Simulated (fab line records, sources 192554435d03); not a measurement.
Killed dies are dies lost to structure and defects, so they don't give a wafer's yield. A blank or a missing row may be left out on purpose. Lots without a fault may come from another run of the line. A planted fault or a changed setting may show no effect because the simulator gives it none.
Which tool did it? | flow n5_finfet | 12 lots, 36 wafers sampled, at 2 steps of a route of 1938

WHAT THE GAUGES READ, wafer by wafer
N5_BEOL_M9_OCD_MEAS_38.
lot  | measured     | on     | trench_depth_nm (nm)
L075 | day 9 18:40  | ocd-01 | 148.6 149.6 150.5
L077 | day 10 10:40 | ocd-01 | 153.0 153.7 152.4
L079 | day 11 07:02 | ocd-01 | 149.9 153.3 153.5
L081 | day 11 22:49 | ocd-01 | 150.8 156.0 151.7
L083 | day 12 06:40 | ocd-02 | 148.2 150.9 149.0
L084 | day 12 14:16 | ocd-02 | 152.3 149.6 150.4
L087 | day 12 22:32 | ocd-02 | 151.0 150.9 150.2
L088 | day 13 11:32 | ocd-02 | 154.1 151.8 152.1
L092 | day 13 23:37 | ocd-01 | 150.7 148.2 150.6
L094 | day 15 02:43 | ocd-01 | 149.6 148.4 151.1
L097 | day 15 06:46 | ocd-02 | 152.6 149.2 151.7
L095 | day 15 07:11 | ocd-01 | 150.7 151.4 151.3

WHICH TOOL RAN EACH LOT (tool, then ch and the chambers of the sampled wafers, then the start)
lot  | N5_BEOL_M9_DESCUM_33
L075 | rie_diel-05 ch 0,1, day 9 18:13
L077 | rie_diel-01 ch 1,3, day 10 10:12
L079 | rie_diel-03 ch 0,2,3, day 11 06:35
L081 | rie_diel-05 ch 1,2,3, day 11 22:23
L083 | rie_diel-03 ch 1,3, day 12 06:13
L084 | rie_diel-01 ch 1,2,3, day 12 13:49
L087 | rie_diel-01 ch 0,1, day 12 22:05
L088 | rie_diel-01 ch 0,2,3, day 13 11:05
L092 | rie_diel-03 ch 0,2,3, day 13 23:09
L094 | rie_diel-01 ch 0,2,3, day 15 02:15
L097 | rie_diel-01 ch 1,3, day 15 06:18
L095 | rie_diel-01 ch 0,2,3, day 15 06:44
- N5_BEOL_M9_DESCUM_33: chemistry O2, time 7 s.

THE ANSWER, worked out from the rows above alone
Rule: what is usual is taken from the lots themselves. Put in order of their means at a reading, lots are off if they are a third of the lots or fewer, leave a main group of 4 or more, and stand apart from it by a gap of 3 or more times the standard deviation of the main group's means; of several such gaps the widest counts. A main group whose means are all the same, to the digits that the tables above print for the reading, isn't used. A lot without any number at a reading at which 4 lots or more have one is off too. The other lots that the step has rows for count as sound.
No lot is off at any reading shown: from this, nothing can be told.

WHAT THE SIMULATOR HAD PUT IN
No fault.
